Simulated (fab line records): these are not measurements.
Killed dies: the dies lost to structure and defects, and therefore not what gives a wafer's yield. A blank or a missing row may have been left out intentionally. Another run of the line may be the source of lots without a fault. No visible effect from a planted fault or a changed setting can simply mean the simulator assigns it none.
fab line records    flow n5_finfet
record: lots: 4  wafers: 10  last_day: 16
route steps=1938 shown BEOL_M13@1704 BEOL_M14@1716 PASSIVATION@1936
lots with no fault: from the same line, run without faults
start_h: hours from the record's opening day to when the first of the lot's shown wafers began    wait_h: hours elapsed since this lot's preceding step    " repeats the value in the row above    L1.1+2: a row that stands for several wafers    - no value present, or no start provided    * or withheld: withheld    < > ~ a bound
route shown NAME@n: NAME is a module with steps in the file, n the number in the route of the first one    usual: the fault-free wafers' mean and standard deviation    same: alike in all rows    chamber/n: place in a boat    sites: per-site readings    _std_site: standard deviation of those values    _edge_site: the outer-site mean with the inner-site mean subtracted    radius_mm: for every site, how far away it sits from the centre of the wafer    mask NAME#n: copy n    behind: tool/chamber where the wafer was last shaped    hold: reason for holding the lot/hours on hold/outcome of the hold    device: the n, p or np transistor that did not switch    end of line: the route-end tests of the same wafers    a step given without rows: its recipe and nothing more    killed: the dies lost at the first sort to structure and to defects; this is not the yield of the wafer    map: the dies of a wafer, with x for killed, . for not killed, _ for no die there
set.NAME: the setting that was run; set.NAME@STEP: the one run at that earlier step    model.NAME: the simulator's own value behind a step, which no gauge read
lots at some steps of the route; a table a step, a row a wafer
services: a tool's chamber out of use, with start hour (start_h, from the record's first day; less than 0 if before it), hours out, and reason
== steps ==
step: N5_BEOL_M13_PRE_CLEAN_42
recipe: gas: H2/He  time_s: 30  temp_c: 250
step: N5_BEOL_M13_SPUTTER_43
recipe: material: TaN  target_thk_a: 150  temp_c: 50  bias_v: 168.6  power_w: 15000  chamber_pressure_pa: 0.12  time_s: 24.19
step: N5_BEOL_M13_SPUTTER_44
recipe: material: Ta  target_thk_a: 100  temp_c: 50  bias_v: 80  power_w: 15000  chamber_pressure_pa: 0.07  time_s: 16.13
step: N5_BEOL_M13_SPUTTER_45
recipe: material: Cu  target_thk_a: 800  temp_c: -20  bias_v: 60  power_w: 26000  chamber_pressure_pa: 0.13  time_s: 13.33
step: N5_BEOL_M13_ECD_47
recipe: material: Cu  target_thk_a: 9360
step: N5_BEOL_M13_ANNEAL_48
recipe: temp_c: 225  time_s: 90  ambient: N2
step: N5_BEOL_M13_CMP_49
recipe: stop_on: SiOC  t_overpolish_s: 17.1  down_force_psi: 1  platen_rpm: 50  clearing_platen_down_force_psi: 1.5  clearing_platen_rpm: 50  post_cmp_clean: cu_alkaline  target_thk_nm: 420  clearing_platen_pad_velocity_m_s: 0.99484  pad_velocity_m_s: 0.99484
step: N5_BEOL_M13_PRE_CLEAN_52
recipe: gas: NH3  time_s: 15  temp_c: withheld  rf_power_w: 300
step: N5_BEOL_M13_DEP_53
recipe: material: SiCN  target_thk_a: 500  temp_c: withheld  precursor: 3MS/NH3  pressure_torr: 3  rf_w: 675  time_s: 17.8
step: N5_BEOL_M14_ILD_DEP_00
recipe: material: SiO2  target_thk_a: 11193  temp_c: 400  precursor: TEOS/O2  pressure_torr: 6.5  rf_w: 900  teos_flow_sccm: 161.4  gas: O2  flow_sccm: 2650  time_s: 237.4
usual: heater_power_outer_w: 297/47  heater_power_w: 562/73  rf_fwd_power_W: 897.9/2.7  run_length_s: 280.6/0.52  showerhead_plenum_p_Torr: 8.335/0.029  throttle_valve_pct: 18.5/0.96
lot.wafer  tool      chamber  start_h  wait_h  heater_power_outer_w  heater_power_w  rf_fwd_power_W  run_length_s  showerhead_plenum_p_Torr  throttle_valve_pct  model.SiO2_of_BEOL_M14_ILD_DEP_00.thk_nm
L445.4     pecvd-01  2        237.00   0.1     359                   671             896.1           280.8         8.337                     17.5                1112
L445.5     "         1        "        "       214                   478             902.3           280.7         8.347                     18.7                1114
L445.6     "         0        "        "       296                   519             897.2           279.8         8.301                     17.8                1146
L456.3     pecvd-01  0        314.01   0.0     278                   497             894.4           319.0         8.303                     18.4                1286
L456.6     "         0        "        "       314                   550             898.2           280.6         8.293                     18.0                1132
L460.1     pecvd-01  2        318.15   0.0     364                   665             901.4           319.9         8.376                     17.6                1300
L460.4     "         2        "        "       250                   555             900.1           280.9         8.354                     17.7                1135
L464.2     pecvd-03  0        354.12   0.0     289                   570             898.5           279.9         8.379                     18.0                1123
L464.5     "         2        "        "       304                   602             894.4           281.8         8.266                     19.0                1163
L464.6     "         0        "        "       380                   680             894.6           280.2         8.382                     18.2                1144
step: N5_BEOL_M14_THK_MEAS_01
recipe: reads: SiO2_of_BEOL_M14_ILD_DEP_00
usual: M14_ILD_THK: 1120/18
lot.wafer  tool           chamber  start_h  wait_h  M14_ILD_THK[nm]
L445.4     film_metro-02  -        237.11   0.0     1111
L445.5     "              -        "        "       1114
L445.6     "              -        "        "       1146
L456.3     film_metro-01  -        314.20   0.1     1284
L456.6     "              -        "        "       1133
L460.1     film_metro-02  -        318.34   0.1     1300
L460.4     "              -        "        "       1135
L464.2     film_metro-01  -        354.38   0.2     1122
L464.5     "              -        "        "       1163
L464.6     "              -        "        "       1145
step: N5_BEOL_M14_COAT_58
recipe: resist: BARC  temp_c: 205  time_s: 60  spin_rpm: 1500  resist_thk_nm: 89
step: N5_BEOL_M14_COAT_04
recipe: spin_rpm: 1704  resist_thk_nm: 800
step: N5_BEOL_M14_EBR_06
recipe: solvent: PGMEA  ebr_width_mm: 1.5
step: N5_BEOL_M14_SOFTBAKE_05
recipe: temp_c: 130  time_s: 60
step: N5_BEOL_M14_EXPOSE_07
recipe: mask_id: V13  na: 0.8  source_shape: annular  sigma_inner: 0.5  sigma_outer: 0.8  polarization: unpolarized  attpsm_phase_deg: 180  dose_mj: 57
step: N5_BEOL_M14_PEB_08
recipe: peb_temp_c: 130  peb_time_s: 90
step: N5_BEOL_M14_DEVELOP_09
recipe: develop_time_s: 45  rinse_liquid: diw  dry: air_spin  dev_temp_c: 21
step: N5_BEOL_M14_HARDBAKE_14
recipe: temp_c: 130  time_s: 120
step: N5_BEOL_M14_DESCUM_15
recipe: chemistry: O2  time_s: 7.9  source_power_w: 50  bias_power_w: 20  pressure_mtorr: 20  rf_frequency_hz: 2.712e+07  temp_c: 40  o2_flow_sccm: 225
step: N5_BEOL_M14_ETCH_59
recipe: chemistry: N2/H2  target: BARC  target_depth_a: 890  overetch_a: 267  time_s: 67.9  ion_energy_ev: 200  pressure_mtorr: 30  source_w: 840  bias_w: 150  n2_flow_sccm: 200  h2_flow_sccm: 200
step: N5_BEOL_M14_VIA_ETCH_16
recipe: chemistry: C4F8/O2/Ar  target: SiO2  he_inner_torr: 15  he_outer_torr: 30  target_depth_a: 12313  time_s: withheld  ion_energy_ev: 800  pressure_mtorr: 20  source_w: 1905  bias_w: 2040  Ar_flow_sccm: 400  C4F8_flow_sccm: 16  O2_flow_sccm: 12  ends: cleared
usual: O2_flow_sccm: 11.99/0.034  drypump_motor_current_A: 5.9/0.39  oes_product_au: 0.74/0.076  rf_fwd_power_W: 1901/6.5  rf_vpp_V: 2219/32  showerhead_plenum_p_Torr: 3.44/0.084  throttle_valve_pct: 30.91/0.28
lot.wafer  tool         chamber  start_h  wait_h  O2_flow_sccm  drypump_motor_current_A  oes_product_au  rf_fwd_power_W  rf_vpp_V  showerhead_plenum_p_Torr  throttle_valve_pct  model.etch.depth_nm  model.coat_of_BEOL_M14_COAT_04.thk_nm
L445.4     rie_diel-01  3        237.60   0.0     11.98         5.6                      0.71            1908            2261      3.46                      31.41               1112                 447.4
L445.5     "            3        "        "       12.01         5.6                      0.70            1897            2261      3.46                      31.42               1114                 446
L445.6     "            0        "        "       12.00         5.9                      0.61            1892            2197      3.24                      31.01               1146                 440.6
L456.3     rie_diel-04  0        314.71   0.0     11.98         5.9                      0.76            1889            2191      3.47                      30.36               1286                 416.2
L456.6     "            0        "        "       12.02         5.9                      0.76            1888            2190      3.47                      30.37               1132                 454.8
L460.1     rie_diel-04  1        318.94   0.0     11.97         6.6                      0.69            1902            2192      3.32                      30.85               1300                 411.8
L460.4     "            2        "        "       12.02         5.4                      0.81            1906            2211      3.51                      31.07               1135                 445.8
L464.2     rie_diel-02  1        354.87   0.0     12.00         6.3                      0.71            1907            2195      3.48                      31.10               1123                 455
L464.5     "            3        "        "       12.02         5.6                      0.82            1914            2273      3.51                      30.74               1163                 455.4
L464.6     "            0        "        "       12.06         5.9                      0.64            1904            2204      3.38                      31.04               1144                 451.8
step: N5_BEOL_M14_STRIP_63
recipe: chemistry: O2  power_w: 600  temp_c: 60  pressure_mtorr: 30  rf_frequency_hz: 6e+07  bias_power_w: 0  overash_fraction: 0.3  o2_flow_sccm: 225
step: N5_BEOL_M14_STRIP_64
recipe: chemistry: O2  power_w: 600  temp_c: 60  pressure_mtorr: 30  rf_frequency_hz: 6e+07  bias_power_w: 0  overash_fraction: 0.3  o2_flow_sccm: 225
step: N5_BEOL_M14_STRIP_71
recipe: chemistry: post_etch_residue_remover  time_s: 60  temp_c: 25  remover_ph: withheld  remover_water_wt_pct: withheld  remover_fluoride_wt_pct: withheld
step: N5_BEOL_M14_SRD_72
recipe: time_s: 30  temp_c: 23  rinse_liquid: diw  dry: n2_spin  spin_rpm: 1500  dry_time_s: 30
step: N5_BEOL_M14_COAT_65
recipe: resist: SOC  temp_c: 250  time_s: 60  spin_rpm: 1500  resist_thk_nm: 450
step: N5_BEOL_M14_COAT_66
recipe: resist: SiARC  temp_c: 220  time_s: 60  spin_rpm: 1500  resist_thk_nm: 110
step: N5_BEOL_M14_COAT_22
recipe: spin_rpm: 2888  resist_thk_nm: 300
step: N5_BEOL_M14_EBR_24
recipe: solvent: PGMEA  ebr_width_mm: 1.5
step: N5_BEOL_M14_SOFTBAKE_23
recipe: temp_c: 130  time_s: 60
step: N5_BEOL_M14_EXPOSE_25
recipe: mask_id: M14  na: 0.8  source_shape: annular  sigma_inner: 0.5  sigma_outer: 0.8  polarization: unpolarized  target_cd_nm: 280  dose_mj: 26.6
step: N5_BEOL_M14_PEB_26
recipe: peb_temp_c: 130  peb_time_s: 90
step: N5_BEOL_M14_DEVELOP_27
recipe: develop_time_s: 45  rinse_liquid: diw  dry: air_spin  dev_temp_c: 21
step: N5_BEOL_M14_HARDBAKE_32
recipe: temp_c: 130  time_s: 120
step: N5_BEOL_M14_CMP_49
recipe: stop_on: SiO2  t_overpolish_s: 5.2  down_force_psi: 2  platen_rpm: 80  clearing_platen_down_force_psi: 2  clearing_platen_rpm: 80  post_cmp_clean: cu_alkaline  target_thk_nm: 560  clearing_platen_pad_velocity_m_s: 1.5917  pad_velocity_m_s: 1.5917
usual: clearing_platen_down_force_psi: 1.999/0.0041  clearing_platen_rpm: 80.00/0.043  edge_zone_pressure_frac: 1.000/0.0052  motor_current_A: 7.8/0.66
lot.wafer  tool    chamber  start_h  wait_h  clearing_platen_down_force_psi  clearing_platen_rpm  edge_zone_pressure_frac  motor_current_A  model.SiO2_of_BEOL_M14_ILD_DEP_00.thk_nm
L445.4     cmp-02  3        242.53   0.2     2.004                           79.90                0.997                    7.5              1033
L445.5     "       2        "        "       2.000                           79.95                1.002                    8.3              1034
L445.6     "       3        "        "       1.997                           79.97                1.004                    7.3              1066
L456.3     cmp-02  0        318.38   0.3     1.995                           79.97                1.001                    7.7              1208
L456.6     "       2        "        "       1.997                           79.94                1.004                    8.2              1054
L460.4     cmp-03  2        322.41   0.1     2.001                           79.98                0.997                    8.3              1055
L460.1     "       0        "        "       1.999                           79.91                1.004                    7.7              1221
L464.2     cmp-01  3        357.99   0.2     1.999                           80.03                1.006                    7.8              1044
L464.6     "       3        "        "       2.003                           79.98                1.003                    7.5              1065
L464.5     "       0        "        "       1.997                           80.00                1.007                    6.7              1083
step: N5_PASSIVATION_PROBE_49
usual: defect_limited_yield: 91.1/1.4  killed_at_M0_to_M3: 33/9.1  killed_at_M4_up: 14/5.6  killed_at_contacts: 13/5.7  killed_at_front_end: 42/12  killed_at_other: 4/3  killed_dies: 105/16  killed_open: 69/11  killed_short: 34/7.5  sort_bin_5_function: 5.2/0.91  sort_bin_6_memory: 3.3/0.64  sort_n_pass: 1075/16  sort_yield_pct: 91.1/1.4
same: gross_dies: 1180  killed_at_back_side: 0  sort_bin_4_leakage[%]: 0  sort_bin_8_speed[%]: 0
lot.wafer  tool       chamber  start_h  wait_h  defect_limited_yield[%]  killed_at_M0_to_M3  killed_at_M4_up  killed_at_contacts  killed_at_front_end  killed_at_other  killed_dies  killed_open  killed_short  sort_bin_5_function[%]  sort_bin_6_memory[%]  sort_n_pass  sort_yield_pct[%]
L445.4     prober-02  -        262.88   0.2     91.2                     35                  20               12                  36                   1                104          69           35            5.9                     2.4                   1076         91.2
L445.5     prober-02  -        262.93   0.2     90.7                     50                  26               4                   29                   1                110          66           37            5.3                     3.8                   1070         90.7
L445.6     prober-02  -        262.98   0.3     90.8                     31                  19               9                   50                   0                109          71           38            5.4                     3.5                   1071         90.8
L456.3     prober-01  -        340.83   0.1     89.7                     27                  29               10                  51                   4                121          83           33            5.8                     4.2                   1059         89.7
L456.6     prober-01  -        340.98   0.3     90.3                     32                  9                5                   68                   0                114          63           47            5.6                     3.6                   1066         90.3
L460.1     prober-02  -        345.99   0.0     88.6                     33                  21               17                  58                   5                134          89           43            7.5                     3.7                   1046         88.6
L460.4     prober-02  -        346.14   0.2     89.3                     36                  25               10                  51                   4                126          83           40            6.0                     4.5                   1054         89.3
L464.2     prober-02  -        378.90   0.1     91.4                     39                  10               7                   46                   0                102          65           35            4.8                     3.6                   1078         91.4
L464.5     prober-02  -        379.05   0.2     91.9                     30                  14               8                   44                   0                96           63           30            4.3                     3.4                   1084         91.9
L464.6     prober-02  -        379.10   0.3     90.5                     46                  4                5                   56                   1                112          72           39            5.5                     3.8                   1068         90.5
killed by level:class
L445.4 FIN_SAQP:geometric_particle:short=11 BEOL_M3:geometric_particle:open=11 MOL_CONTACT_COAG:geometric_particle:open=10 BEOL_M0_SAQP:geometric_particle:short=8 STI_FIN_REVEAL:geometric_particle:open=7 BEOL_M4:geometric_particle:open=7 FIN_SAQP:geometric_particle:open=5 GATE_CUT:geometric_particle:open=5
L445.5 BEOL_M4:geometric_particle:open=10 BEOL_M3:geometric_particle:open=9 FIN_SAQP:geometric_particle:open=7 BEOL_M0_SAQP:geometric_particle:short=7 BEOL_M0_SAQP:geometric_particle:open=7 BEOL_M1:geometric_particle:open=7 STI_FIN_REVEAL:geometric_particle:open=6 BEOL_M2:geometric_particle:open=5
L445.6 FIN_SAQP:geometric_particle:open=18 BEOL_M0_SAQP:geometric_particle:short=11 BEOL_M0_SAQP:geometric_particle:open=11 FIN_SAQP:geometric_particle:short=9 MOL_CONTACT_COAG:geometric_particle:open=9 STI_FIN_REVEAL:geometric_particle:open=8 BEOL_M4:geometric_particle:open=7 GATE_CUT:geometric_particle:short=4
L456.3 BEOL_M4:geometric_particle:open=17 STI_FIN_REVEAL:geometric_particle:open=12 FIN_SAQP:geometric_particle:open=11 BEOL_M3:geometric_particle:open=9 FIN_SAQP:geometric_particle:short=8 DUMMY_GATE:geometric_particle:open=5 MOL_CONTACT_COAG:geometric_particle:open=5 STI_FIN_REVEAL:geometric_particle:short=4
L456.6 FIN_SAQP:geometric_particle:short=17 STI_FIN_REVEAL:geometric_particle:open=17 BEOL_M3:geometric_particle:open=10 FIN_SAQP:geometric_particle:open=9 BEOL_M0_SAQP:geometric_particle:short=8 GATE_CUT:geometric_particle:short=6 STI_FIN_REVEAL:geometric_particle:short=5 MOL_CONTACT_COAG:geometric_particle:open=4
L460.1 STI_FIN_REVEAL:geometric_particle:open=22 MOL_CONTACT_COAG:geometric_particle:open=11 FIN_SAQP:geometric_particle:open=10 BEOL_M0_SAQP:geometric_particle:open=9 BEOL_M4:geometric_particle:open=9 BEOL_M0_SAQP:geometric_particle:short=7 BEOL_M3:geometric_particle:open=6 FIN_SAQP:geometric_particle:short=5
L460.4 STI_FIN_REVEAL:geometric_particle:open=16 BEOL_M4:geometric_particle:open=12 BEOL_M0_SAQP:geometric_particle:short=9 STARTING-WAFER:geometric_particle:open=8 MOL_CONTACT_COAG:geometric_particle:open=7 FIN_SAQP:geometric_particle:short=6 BEOL_M0_SAQP:geometric_particle:open=6 BEOL_M1:geometric_particle:short=6
L464.2 BEOL_M2:geometric_particle:open=13 FIN_SAQP:geometric_particle:short=11 FIN_SAQP:geometric_particle:open=10 BEOL_M3:geometric_particle:open=7 MOL_CONTACT_COAG:geometric_particle:open=6 BEOL_M0_SAQP:geometric_particle:open=5 GATE_CUT:geometric_particle:short=4 BEOL_M2:geometric_particle:short=4
L464.5 FIN_SAQP:geometric_particle:open=15 BEOL_M2:geometric_particle:open=9 MOL_CONTACT_COAG:geometric_particle:open=7 FIN_SAQP:geometric_particle:short=6 BEOL_M3:geometric_particle:open=6 BEOL_M1:geometric_particle:open=4 DUMMY_GATE:geometric_particle:open=4 BEOL_M0_SAQP:geometric_particle:open=4
L464.6 BEOL_M2:geometric_particle:open=32 FIN_SAQP:geometric_particle:short=16 FIN_SAQP:geometric_particle:open=11 GATE_CUT:geometric_particle:short=7 DUMMY_GATE:geometric_particle:open=6 MOL_CONTACT_COAG:geometric_particle:open=5 BEOL_M3:geometric_particle:open=5 DUMMY_GATE:geometric_particle:short=3
== services ==
tool         chamber  start_h  hours  kind
pecvd-01     1        216.41   5.0    repair
cmp-02       -        220.16   4.0    pm
rie_diel-04  2        220.67   -      clean
rie_diel-04  2        220.67   -      consumable_replace:focus_ring
rie_diel-04  2        220.67   14.0   scheduled_down
rie_diel-04  2        220.67   14.0   vent_cycle
rie_diel-02  2        231.84   21.6   repair
rie_diel-04  3        234.81   -      clean
rie_diel-04  3        234.81   -      consumable_replace:focus_ring
cmp-01       -        238.83   2.8    repair
cmp-02       -        243.49   2.6    repair
cmp-03       -        250.71   4.4    repair
pecvd-03     -        254.60   0.9    repair
rie_diel-04  2        265.77   9.3    repair
cmp-03       -        282.92   4.9    pm
cmp-02       -        306.34   4.8    pm
pecvd-03     1        308.67   4.0    repair
cmp-01       -        309.04   0.5    repair
pecvd-03     -        321.24   0.5    repair
cmp-02       -        323.75   10.4   pm
pecvd-01     0        334.50   3.8    repair
cmp-01       -        338.13   4.4    repair
pecvd-01     2        338.73   5.5    scheduled_down
cmp-03       -        348.60   4.6    pm
== key ==
first_sign: step: N5_BEOL_M14_ILD_DEP_00  reading: run_length_s  direction: up  sigmas: 75  usual: *  struck: *
effect: step: N5_BEOL_M14_THK_MEAS_01  reading: M14_ILD_THK  direction: up  sigmas: 9.5  usual: 1120  struck: 1292
model_effect: step: N5_BEOL_M14_ILD_DEP_00  value: SiO2_of_BEOL_M14_ILD_DEP_00.thk_nm  without: 1112  struck: 1293
model_effect: step: N5_BEOL_M14_VIA_ETCH_16  value: etch.depth_nm  without: 1112  struck: 1293
model_effect: step: N5_BEOL_M14_CMP_49  value: SiO2_of_BEOL_M14_ILD_DEP_00.thk_nm  without: 1034  struck: 1214
met_at N5_BEOL_M14_ILD_DEP_00
struck_wafers L456.3,L460.1
onset_between 237.00 314.01
fault: kind: process_parameter_drift  tool: pecvd-01  chamber: -  onset_h: 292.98  steps: N5_BEOL_M14_ILD_DEP_00  channel: time_s  offset: *  shape: step  end_h: 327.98  scope: struck_wafers_only  acts_in: *  stated: *
